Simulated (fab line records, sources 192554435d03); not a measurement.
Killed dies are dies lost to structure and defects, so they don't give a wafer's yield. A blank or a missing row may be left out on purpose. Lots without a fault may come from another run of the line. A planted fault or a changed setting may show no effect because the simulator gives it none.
Which tool did it? | flow n5_finfet | 9 lots, 27 wafers sampled, at 6 steps of a route of 1938

WHAT THE GAUGES READ, wafer by wafer
N5_FIN_SAQP_THK_MEAS_05. Usual: thk_nm 37.9 nm, standard deviation 0.49.
lot  | measured    | on            | thk_nm (nm)    | flag
L168 | day 2 09:17 | film_metro-02 | 37.2 37.9 38.1 |
L169 | day 2 15:20 | film_metro-02 | 37.3 38.1 37.5 |
L171 | day 3 02:40 | film_metro-02 | 31.6 32.0 32.3 | OFF
L176 | day 4 09:31 | film_metro-01 | 31.6 32.6 32.3 | OFF
L182 | day 5 21:43 | film_metro-01 | 38.1 37.3 37.7 |
L183 | day 6 05:11 | film_metro-01 | 37.8 37.1 38.5 |
L184 | day 6 12:01 | film_metro-02 | 37.6 37.2 37.1 |
L187 | day 7 04:15 | film_metro-02 | 38.3 37.4 38.7 |
L188 | day 7 10:39 | film_metro-01 | 38.1 37.4 38.8 |

N5_BEOL_M4_RC_MEAS_101. Usual: DIBL_N 36.2 mV/V, standard deviation 1.6; DIBL_P 36.1 mV/V, standard deviation 2; IOFF_N 0.16 nA/um, standard deviation 0.032; IOFF_P 0.22 nA/um, standard deviation 0.036; ION_N 672 uA/um, standard deviation 11; ION_P 463 uA/um, standard deviation 7.5; SS_N 71.4 mV/dec, standard deviation 0.58; SS_P 73.2 mV/dec, standard deviation 0.67; VT_N 250 mV, standard deviation 3.3; VT_P -250 mV, standard deviation 3.3.
lot  | measured     | on        | DIBL_N (mV/V)  | DIBL_P (mV/V)  | IOFF_N (nA/um) | IOFF_P (nA/um) | ION_N (uA/um) | ION_P (uA/um) | SS_N (mV/dec)  | SS_P (mV/dec)  | VT_N (mV)   | VT_P (mV)      | flag
L168 | day 8 11:39  | prober-02 | 35.8 35.9 38.0 | 36.9 35.7 39.7 | 0.15 0.15 0.19 | 0.22 0.19 0.27 | 678 664 675   | 470 457 469   | 71.6 71.4 72.2 | 73.6 72.8 74.3 | 248 249 249 | -250 -252 -249 |
L169 | day 8 13:38  | prober-02 | 36.3 37.3 37.1 | 35.6 37.0 36.1 | 0.16 0.18 0.16 | 0.23 0.25 0.22 | 683 680 680   | 474 465 472   | 71.8 71.7 71.6 | 73.3 73.5 73.8 | 247 247 248 | -250 -246 -250 |
L171 | day 9 08:32  | prober-01 | 37.3 36.5 34.3 | 36.4 34.5 33.2 | 0.17 0.17 0.13 | 0.23 0.20 0.18 | 673 678 668   | 467 459 457   | 71.5 71.8 70.1 | 73.2 72.7 72.1 | 250 247 249 | -247 -249 -250 |
L176 | day 10 18:22 | prober-02 | 36.8 36.4 34.8 | 37.0 36.5 35.0 | 0.18 0.18 0.15 | 0.23 0.22 0.21 | 673 676 676   | 461 470 465   | 71.7 71.3 71.6 | 73.3 73.8 73.7 | 248 249 248 | -250 -251 -248 |
L182 | day 12 12:28 | prober-02 | 34.2 33.3 36.3 | 33.8 32.6 36.6 | 0.13 0.13 0.17 | 0.18 0.17 0.23 | 647 657 665   | 455 459 457   | 70.6 70.6 72.2 | 72.7 72.4 73.4 | 253 251 248 | -253 -251 -250 |
L183 | day 12 09:08 | prober-02 | 34.6 35.1 36.8 | 34.6 35.6 38.2 | 0.12 0.13 0.15 | 0.18 0.19 0.23 | 661 667 679   | 458 461 470   | 71.6 71.1 72.1 | 72.5 72.6 73.9 | 254 254 251 | -253 -250 -250 |
L184 | day 12 22:08 | prober-02 | 34.9 32.7 37.0 | 35.6 32.1 37.2 | 0.14 0.12 0.19 | 0.23 0.18 0.27 | 668 677 681   | 463 467 472   | 71.3 70.6 71.7 | 73.1 72.5 73.3 | 253 251 245 | -246 -248 -244 |
L187 | day 13 06:59 | prober-02 | 33.0 38.4 35.4 | 30.8 38.8 34.2 | 0.11 0.20 0.13 | 0.15 0.27 0.19 | 649 676 670   | 449 463 463   | 71.1 71.9 71.2 | 72.6 74.0 72.6 | 257 248 251 | -254 -244 -249 |
L188 | day 14 11:01 | prober-02 | 33.9 35.4 34.7 | 34.4 37.0 36.1 | 0.12 0.14 0.13 | 0.17 0.20 0.19 | 661 679 669   | 464 466 466   | 70.6 70.3 70.5 | 71.7 72.9 72.2 | 254 253 254 | -253 -249 -252 |

WHICH TOOL RAN EACH LOT (tool, then ch and the chambers of the sampled wafers, then the start)
lot  | N5_FIN_SAQP_DENSIFY_62          | N5_FIN_SAQP_HM_DEP_03          | N5_FIN_SAQP_PECVD_48           | N5_FIN_SAQP_HM_DEP_72
L168 | rtp_anneal-01 ch 0, day 2 08:58 | pecvd-04 ch 0,1, day 2 09:11   | pecvd-02 ch 0,2, day 2 09:22   | pecvd-04 ch 0,1, day 2 09:32
L169 | rtp_anneal-01 ch 0, day 2 15:02 | pecvd-04 ch 0,1, day 2 15:13   | pecvd-03 ch 0,1,2, day 2 15:24 | pecvd-02 ch 1,2, day 2 15:34
L171 | rtp_anneal-01 ch 0, day 3 02:23 | pecvd-04 ch 0,1, day 3 02:34   | pecvd-02 ch 0,1,2, day 3 02:44 | pecvd-02 ch 0,1,2, day 3 02:54
L176 | rtp_anneal-01 ch 0, day 4 09:13 | pecvd-04 ch 1,2, day 4 09:25   | pecvd-03 ch 0,1,2, day 4 09:35 | pecvd-04 ch 1,2, day 4 09:45
L182 | rtp_anneal-02 ch 0, day 5 21:25 | pecvd-02 ch 0,1,2, day 5 21:38 | pecvd-03 ch 0,1,2, day 5 21:48 | pecvd-02 ch 1,2, day 5 21:58
L183 | rtp_anneal-02 ch 0, day 6 04:53 | pecvd-02 ch 1,2, day 6 05:05   | pecvd-03 ch 1,2, day 6 05:16   | pecvd-04 ch 1,2, day 6 05:26
L184 | rtp_anneal-01 ch 0, day 6 11:31 | pecvd-02 ch 0,1,2, day 6 11:56 | pecvd-02 ch 0,1,2, day 6 12:05 | pecvd-03 ch 0,1,2, day 6 12:16
L187 | rtp_anneal-02 ch 0, day 7 03:58 | pecvd-03 ch 0,2, day 7 04:10   | pecvd-04 ch 0,1,2, day 7 04:19 | pecvd-02 ch 1,2, day 7 04:29
L188 | rtp_anneal-02 ch 0, day 7 10:22 | pecvd-02 ch 1,2, day 7 10:34   | pecvd-03 ch 0,1,2, day 7 10:43 | pecvd-04 ch 0,1,2, day 7 10:53
- N5_FIN_SAQP_DENSIFY_62: time 60 s.
- N5_FIN_SAQP_HM_DEP_03: deposits SiNx from SiH4/NH3/N2, target thk 38 nm, time 33.6 s.
- N5_FIN_SAQP_PECVD_48: deposits SiNx from SiH4/NH3/N2, target thk 25 nm, time 22.1 s.
- N5_FIN_SAQP_HM_DEP_72: deposits SiO2 from SiH4/N2O, target thk 12 nm, time 7.2 s.

WHAT THE TOOLS THEMSELVES READ (means of the sampled wafers that have a number; where no wafer has one, the mark that the record gives instead)
N5_FIN_SAQP_DENSIFY_62. Usual: lamp_power_pct 9.85 %, standard deviation 0.055; wafer_temp_C_max 703.3, standard deviation 0.68.
lot  | tool          | lamp_power_pct (%) | wafer_temp_C_max | flag
L168 | rtp_anneal-01 | 9.87               | 703.8            |
L169 | rtp_anneal-01 | 9.90               | 703.8            |
L171 | rtp_anneal-01 | 9.81               | 702.8            |
L176 | rtp_anneal-01 | 9.82               | 703.1            |
L182 | rtp_anneal-02 | 9.82               | 702.6            |
L183 | rtp_anneal-02 | 9.83               | 703.8            |
L184 | rtp_anneal-01 | 9.81               | 703.4            |
L187 | rtp_anneal-02 | 9.78               | 703.2            |
L188 | rtp_anneal-02 | 9.90               | 703.4            |

N5_FIN_SAQP_HM_DEP_03. Usual: heater_power_outer_w 459 W, standard deviation 55; heater_power_w 790 W, standard deviation 65; showerhead_plenum_p_Torr 5.16 Torr, standard deviation 0.064; susceptor_temp_C 400.04 C, standard deviation 0.25; throttle_valve_pct 41.3 %, standard deviation 2.9.
lot  | tool     | heater_power_outer_w (W) | heater_power_w (W) | showerhead_plenum_p_Torr (Torr) | susceptor_temp_C (C) | throttle_valve_pct (%) | flag
L168 | pecvd-04 | 465                      | 810                | 5.13                            | 399.92               | 45.0                   |
L169 | pecvd-04 | 446                      | 770                | 5.13                            | 400.10               | 45.0                   |
L171 | pecvd-04 | 407                      | 734                | 5.13                            | 400.07               | 42.8                   |
L176 | pecvd-04 | 436                      | 770                | 5.11                            | 399.91               | 39.0                   |
L182 | pecvd-02 | 452                      | 765                | 5.17                            | 400.22               | 41.4                   |
L183 | pecvd-02 | 479                      | 779                | 5.21                            | 400.21               | 40.3                   |
L184 | pecvd-02 | 470                      | 814                | 5.17                            | 400.11               | 41.6                   |
L187 | pecvd-03 | 423                      | 756                | 5.17                            | 400.15               | 38.6                   |
L188 | pecvd-02 | 524                      | 856                | 5.22                            | 400.07               | 40.3                   |

N5_FIN_SAQP_PECVD_48. Usual: heater_power_outer_w 454 W, standard deviation 47; heater_power_w 783 W, standard deviation 57; showerhead_plenum_p_Torr 5.15 Torr, standard deviation 0.067; susceptor_temp_C 400.01 C, standard deviation 0.2; throttle_valve_pct 41 %, standard deviation 3.4.
lot  | tool     | heater_power_outer_w (W) | heater_power_w (W) | showerhead_plenum_p_Torr (Torr) | susceptor_temp_C (C) | throttle_valve_pct (%) | flag
L168 | pecvd-02 | 458                      | 805                | 5.12                            | 400.14               | 42                     |
L169 | pecvd-03 | 450                      | 765                | 5.20                            | 399.96               | 39                     |
L171 | pecvd-02 | 451                      | 761                | 5.16                            | 400.24               | 41                     |
L176 | pecvd-03 | 415                      | 737                | 5.19                            | 400.12               | 40                     |
L182 | pecvd-03 | 448                      | 785                | 5.19                            | 399.96               | 40                     |
L183 | pecvd-03 | 482                      | 828                | 5.16                            | 400.02               | 40                     |
L184 | pecvd-02 | 508                      | 845                | 5.17                            | 400.00               | 41                     |
L187 | pecvd-04 | 438                      | 768                | 5.10                            | 399.87               | 42                     |
L188 | pecvd-03 | 422                      | 741                | 5.20                            | 400.03               | 40                     |

N5_FIN_SAQP_HM_DEP_72. Usual: heater_power_outer_w 462 W, standard deviation 52; heater_power_w 793 W, standard deviation 61; showerhead_plenum_p_Torr 8.19 Torr, standard deviation 0.14; susceptor_temp_C 400.02 C, standard deviation 0.23.
lot  | tool     | heater_power_outer_w (W) | heater_power_w (W) | showerhead_plenum_p_Torr (Torr) | susceptor_temp_C (C) | flag
L168 | pecvd-04 | 479                      | 804                | 8.14                            | 400.19               |
L169 | pecvd-02 | 525                      | 845                | 8.30                            | 400.19               |
L171 | pecvd-02 | 481                      | 810                | 8.20                            | 399.85               |
L176 | pecvd-04 | 457                      | 805                | 8.06                            | 400.01               |
L182 | pecvd-02 | 526                      | 856                | 8.32                            | 399.99               |
L183 | pecvd-04 | 407                      | 722                | 8.08                            | 400.19               |
L184 | pecvd-03 | 448                      | 780                | 8.26                            | 399.72               |
L187 | pecvd-02 | 490                      | 821                | 8.29                            | 399.93               |
L188 | pecvd-04 | 483                      | 816                | 8.06                            | 399.92               |

THE ANSWER, worked out from the rows above alone
Rule: a lot is off if the mean of its wafers that have a number lies more than 3 standard deviations from the usual mean. A lot without any number at a reading at which 4 lots or more have one is off too. The other lots that the step has rows for count as sound. The gauges are gone through in route order, then the tools' own readings, and for those a lot's mean is taken as printed above. The first step at which some lot is off is used, and at that step the reading that is off furthest; a lot without a number counts as furthest.
Off: L171, L176, at N5_FIN_SAQP_THK_MEAS_05 (thk_nm).
A tool fits if, at a process step before that reading, it ran every lot that is off, and no sound lot after the first of them. The gauges at N5_FIN_SAQP_THK_MEAS_05 are tried like those tools. One fits: pecvd-04 at N5_FIN_SAQP_HM_DEP_03. Its last sound lot is L169 (day 2 15:13), its first lot that is off L171 (day 3 02:34): a fault that began between those two fits.

WHAT THE SIMULATOR HAD PUT IN
Site profile drift: pecvd-04, from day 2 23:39 on, at N5_FIN_SAQP_HM_DEP_03. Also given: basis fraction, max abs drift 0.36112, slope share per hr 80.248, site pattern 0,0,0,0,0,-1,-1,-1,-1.
Lots struck among those shown: L171, L176. The rule above found the same.
